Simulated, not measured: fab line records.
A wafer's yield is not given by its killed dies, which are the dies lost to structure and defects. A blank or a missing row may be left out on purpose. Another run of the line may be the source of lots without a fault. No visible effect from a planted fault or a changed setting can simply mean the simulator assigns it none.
Chamber matching | flow n5Finfet | N5_BEOL_M10_PECVD_70 on pecvd-02 has 3 sister chambers
The step deposits SiO2 from TEOS/O2, target thk 20 nm, time 22.7 s. 24 wafers are shown with their chamber, then 12 later ones without.

## WAFERS WITH THEIR CHAMBER
wafer  | chamber | showerheadPlenumPTorr (Torr) | throttleValvePct (%) | rfFwdPowerW (W)
L076.3 | 2       | 8.62                         | 23.0                 | 442.2
L076.4 | 1       | 8.85                         | 22.3                 | 445.3
L076.5 | 0       | 8.83                         | 23.8                 | 444.5
L074.2 | 2       | 8.61                         | 22.9                 | 440.6
L074.3 | 0       | 8.83                         | 23.2                 | 447.4
L074.4 | 1       | 8.85                         | 22.3                 | 444.5
L075.1 | 2       | 8.64                         | 23.1                 | 441.4
L075.4 | 0       | 8.84                         | 23.1                 | 447.3
L075.5 | 1       | 8.86                         | 22.4                 | 447.4
L082.1 | 1       | 8.85                         | 22.3                 | 444.5
L082.2 | 2       | 8.65                         | 23.0                 | 444.4
L082.3 | 0       | 8.84                         | 23.3                 | 444.5
L082.4 | 1       | 8.83                         | 22.4                 | 442.4
L082.5 | 2       | 8.65                         | 22.8                 | 443.5
L082.6 | 0       | 8.84                         | 23.1                 | 444.4
L084.1 | 0       | 8.83                         | 23.3                 | 445.9
L084.2 | 2       | 8.60                         | 23.0                 | 442.2
L084.3 | 1       | 8.88                         | 22.1                 | 445.7
L084.4 | 1       | 8.85                         | 22.2                 | 448.2
L084.5 | 0       | 8.83                         | 23.4                 | 445.6
L084.6 | 2       | 8.63                         | 23.0                 | 439.5
L087.3 | 0       | 8.86                         | 23.4                 | 444.2
L087.4 | 1       | 8.84                         | 22.4                 | 448.1
L087.5 | 2       | 8.62                         | 22.8                 | 440.0

SIGNATURES (means of the wafers above)
reading               | chamber 0 | chamber 1 | chamber 2 | scatter within a chamber
showerheadPlenumPTorr | 8.8375    | 8.8513    | 8.6275    | 0.0148
throttleValvePct      | 23.325    | 22.300    | 22.950    | 0.157
rfFwdPowerW           | 445.475   | 445.762   | 441.725   | 1.7
Rule: a wafer lies at a distance from a chamber equal to the root of the sum of squares, over the readings, of (its reading less the chamber's mean, divided by the reading's scatter). The wafer belongs to the nearest chamber; if the next one is less than 2 further off, it can't be placed. How the scatter is found: for the shown wafers, subtract from each reading the mean of its chamber, square and add these, divide the total by (wafers less chambers), then take the root.

## WAFERS MISSING THEIR CHAMBER
wafer  | showerheadPlenumPTorr (Torr) | throttleValvePct (%) | rfFwdPowerW (W)
L088.3 | 8.62                         | 22.5                 | 443.2
L088.5 | 8.88                         | 22.5                 | 446.4
L088.6 | 8.60                         | 22.8                 | 441.4
L089.1 | 8.85                         | 22.5                 | 447.6
L089.2 | 8.62                         | 23.1                 | 442.3
L089.3 | 8.61                         | 23.1                 | 441.0
L089.4 | 8.88                         | 22.5                 | 448.5
L089.5 | 8.87                         | 22.2                 | 447.0
L089.6 | 8.62                         | 22.8                 | 443.2
L091.3 | 8.61                         | 22.6                 | 440.5
L091.4 | 8.86                         | 22.6                 | 446.7
L091.5 | 8.60                         | 23.0                 | 441.4

## THE CHAMBER EACH PASSED THROUGH
wafer  | from the rows above | in truth
L088.3 | 2                   | 2
L088.5 | 1                   | 1
L088.6 | 2                   | 2
L089.1 | 1                   | 1
L089.2 | 2                   | 2
L089.3 | 2                   | 2
L089.4 | 1                   | 1
L089.5 | 1                   | 1
L089.6 | 2                   | 2
L091.3 | 2                   | 2
L091.4 | 1                   | 1
L091.5 | 2                   | 2
12 of 12 placed correctly. Left unplaced by these rows: 0. Placed wrongly: 0.
